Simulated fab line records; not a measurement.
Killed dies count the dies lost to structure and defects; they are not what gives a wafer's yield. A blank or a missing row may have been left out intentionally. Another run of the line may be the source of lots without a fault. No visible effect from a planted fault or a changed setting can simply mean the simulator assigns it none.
Matching of chambers :: flow n5 finfet :: pecvd-04 running N5_PASSIVATION_PECVD_53: 3 sister chambers
The step deposits SiO2 from TEOS/O2, target thk 800 nm, time 169.4 s. 3 wafers are shown with their chamber, then 7 later ones without.

## WAFERS, EACH WITH ITS CHAMBER
wafer: L684.5
chamber: 0
run length s (s): 198.1

wafer: L685.2
chamber: 1
run length s (s): 196.5

wafer: L685.4
chamber: 2
run length s (s): 196.8

## WAFERS WITH NO CHAMBER GIVEN
wafer: L685.6
run length s (s): 196.3

wafer: L686.1
run length s (s): 196.8

wafer: L686.5
run length s (s): 197.5

wafer: L686.6
run length s (s): 197.8

wafer: L687.1
run length s (s): 196.8

wafer: L687.3
run length s (s): 196.9

wafer: L687.5
run length s (s): 198.3

## WHICH CHAMBER EACH ONE RAN IN
wafer: L685.6
from the rows above: can't be placed: 1 or 2
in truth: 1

wafer: L686.1
from the rows above: can't be placed: 2 or 1
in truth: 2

wafer: L686.5
from the rows above: can't be placed: 0 or 2 or 1
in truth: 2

wafer: L686.6
from the rows above: 0
in truth: 0

wafer: L687.1
from the rows above: can't be placed: 2 or 1
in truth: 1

wafer: L687.3
from the rows above: can't be placed: 2 or 1
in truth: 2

wafer: L687.5
from the rows above: 0
in truth: 0
Correct placement for 2 of the 7. Unplaceable from these rows: 5, with the true chamber sitting among the candidates in 5. Wrongly placed: 0.
How it was worked out, from the rows above alone: a wafer's distance from a chamber is the root of the sum, over the readings, of the square of ((its reading less the chamber's mean) divided by the reading's scatter). The wafer belongs to the nearest chamber; if the next one is less than 2 further off, it can't be placed. The mean given for a chamber averages the wafers shown for that chamber. The scatter (one wafer shown for each chamber): square how far every hidden wafer sits from the nearest shown wafer, average those squares and take the square root.
